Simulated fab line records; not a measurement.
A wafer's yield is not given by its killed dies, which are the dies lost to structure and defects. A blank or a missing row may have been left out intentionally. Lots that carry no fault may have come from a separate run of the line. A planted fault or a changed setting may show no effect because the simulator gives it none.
Struck lot and sound lot, side by side ; flow n5-finfet ; 20 out of 1938 route steps
Sound: these wafers, L367.1, L367.2, L367.6. Struck: wafer L358.5 (left out: L358.2, a lot-mate that was not struck); the cause follows at the end.
Per side, at each step with rows, come the tool, then ch with its chambers, and then its first start. Under that, the readings that differ: sound wafers ; struck wafers ; difference of the means ; sigmas: that difference in standard deviations of wafers without a fault.
alike: readings whose means differ by less than 2 such deviations, and words and numbers that are the same on both sides. not compared: withheld readings, readings that some wafer has no value for, bounds like >300 that may hide the same value, and numbers for which the record gives no deviation and whose values overlap.
The two part at a step that has a row with sigmas, a row that says differs or no value, or rows on one side only. Numbers that have no deviation but don't overlap get no sigmas and don't part them. A reading missing from all wafers of one side parts the sides only when that side holds two or more wafers.

first, 9 steps without rows for these wafers: N5_BEOL_M0_SAQP_EBR_10; N5_BEOL_M0_SAQP_SOFTBAKE_09 (time 60 s); N5_BEOL_M0_SAQP_EXPOSE_11 (exposes mask M0 CORE, target cd 42 nm); N5_BEOL_M0_SAQP_PEB_12 (peb time 60 s); N5_BEOL_M0_SAQP_DEVELOP_13 (develop time 30 s); N5_BEOL_M0_SAQP_DESCUM_19 (chemistry O2, time 7.9 s); N5_BEOL_M0_SAQP_ETCH_83 (etches SiARC in CF4, target depth 39 nm, time 65 s); N5_BEOL_M0_SAQP_ETCH_84 (etches SOC in N2/H2, target depth 100 nm, overetch 20 nm, time 150 s); N5_BEOL_M0_SAQP_STRIP_80 (strips in N2/H2).
N5_BEOL_M0_SAQP_HM_OPEN_112: chemistry CHF3/O2, target SiO2, stops on a-Si, target depth 12 nm, time 13.5 s.
  sound on rie-diel-06 ch 0,1,3, day 9 12:20; struck on rie-diel-03 ch 2, day 7 02:01
reading;sound;struck;difference;sigmas
oes-product-au (a.u.);0.59 0.58 0.56;0.42;-0.16;-3
over-etch-frac;1.25 1.25 1.25;2.2313;+0.9813;
model.SiARC_of_BEOL_M0_SAQP_COAT_82.thk-nm (nm);4.6 4.6 5.2;0;-5;
model.SOC_of_BEOL_M0_SAQP_COAT_81.thk-nm (nm);100.2 100.2 100.2;96.6;-3.6;
model.a-Si_of_BEOL_M0_SAQP_PECVD_04.thk-nm (nm);58.6 58.6 59;58.2;-0.5;
  alike: drypump-motor-current-A, rf-vpp-V, showerhead-plenum-p-Torr, throttle-valve-pct
  not compared: rf-hours-counter-h
then, 1 step without rows for these wafers: N5_BEOL_M0_SAQP_STRIP_113 (strips in CHF3/O2).
N5_BEOL_M0_SAQP_MANDREL_ETCH_20: etches a-Si in HBr/Cl2, stops on SiNx, target depth 60 nm, bt time 10 s, time 30 s.
  sound on rie-si-03 ch 2,3, day 9 12:25; struck on rie-si-01 ch 0, day 7 02:05
reading;sound;struck;difference;sigmas
drypump-motor-current-A (A);6.3 6.0 6.0;5.1;-1.0;-2
model.SOC_of_BEOL_M0_SAQP_COAT_81.thk-nm (nm);76.2 76.4 76.4;72.8;-3.5;
model.etch.depth-nm (nm);58.6 58.55 59.1;58.16;-0.59;
  alike: oes-product-au, throttle-valve-pct
  not compared: rf-hours-counter-h
then, 5 steps without rows for these wafers: N5_BEOL_M0_SAQP_STRIP_86 (strips in N2/H2); N5_BEOL_M0_SAQP_STRIP_115 (strips in post etch residue remover, time 60 s); N5_BEOL_M0_SAQP_SRD_93 (time 30 s); N5_BEOL_M0_SAQP_RECESS_114 (chemistry HF/NH3, target SiO2, target depth 14.4 nm, afs cycles 3, sublimation time 60 s); N5_BEOL_M0_SAQP_SPACER1_ALD_98 (deposits SiO2, target thk 12.8 nm, pulse time 1 s, purge time 2 s).
N5_BEOL_M0_SAQP_SPACER1_ETCHBACK_99: etches SiO2 in CHF3/O2, target depth 15.4 nm, time 7.7 s.
  sound on rie-diel-01 ch 1,2, day 9 13:32; struck on rie-diel-06 ch 1, day 7 03:11
reading;sound;struck;difference;sigmas
oes-product-au (a.u.);0.69 0.87 0.69;0.96;+0.21;+2
model.a-Si_of_BEOL_M0_SAQP_PECVD_04.thk-nm (nm);58 58 58.4;57.6;-0.5;
  alike: drypump-motor-current-A, rf-vpp-V, showerhead-plenum-p-Torr, throttle-valve-pct
  not compared: rf-hours-counter-h
then, 1 step without rows for these wafers: N5_BEOL_M0_SAQP_MANDREL1_REMOVE_100 (chemistry HBr/Cl2/O2, target a-Si, stops on SiNx, bt time 10 s).
-- a jump in the record: the struck wafers' starts before and after are 2 days apart (it breaks off in module BEOL_M0_SAQP and resumes in module BEOL_M4, where the first step shown is number 1111 of the route) --
N5_BEOL_M4_RC_MEAS_101:
  sound on prober-02 ch 0, day 12 00:50; struck on prober-02 ch 0, day 9 10:46
  alike: DIBL_N, DIBL_P, IOFF_N, IOFF_P, ION_N, ION_P, SS_N, SS_P, VT_N, VT_P

WHERE THEY PART
Earliest at N5_BEOL_M0_SAQP_HM_OPEN_112; latest, in this record, at N5_BEOL_M0_SAQP_SPACER1_ETCHBACK_99. Later steps at which nothing parts them and some readings are alike: N5_BEOL_M4_RC_MEAS_101.

WHY: what had been put in by the simulator
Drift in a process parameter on rie-diel-03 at N5_BEOL_M0_SAQP_HM_OPEN_112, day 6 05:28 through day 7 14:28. A move of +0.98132 in setting over-etch-frac, from 1.25. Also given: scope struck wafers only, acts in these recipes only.
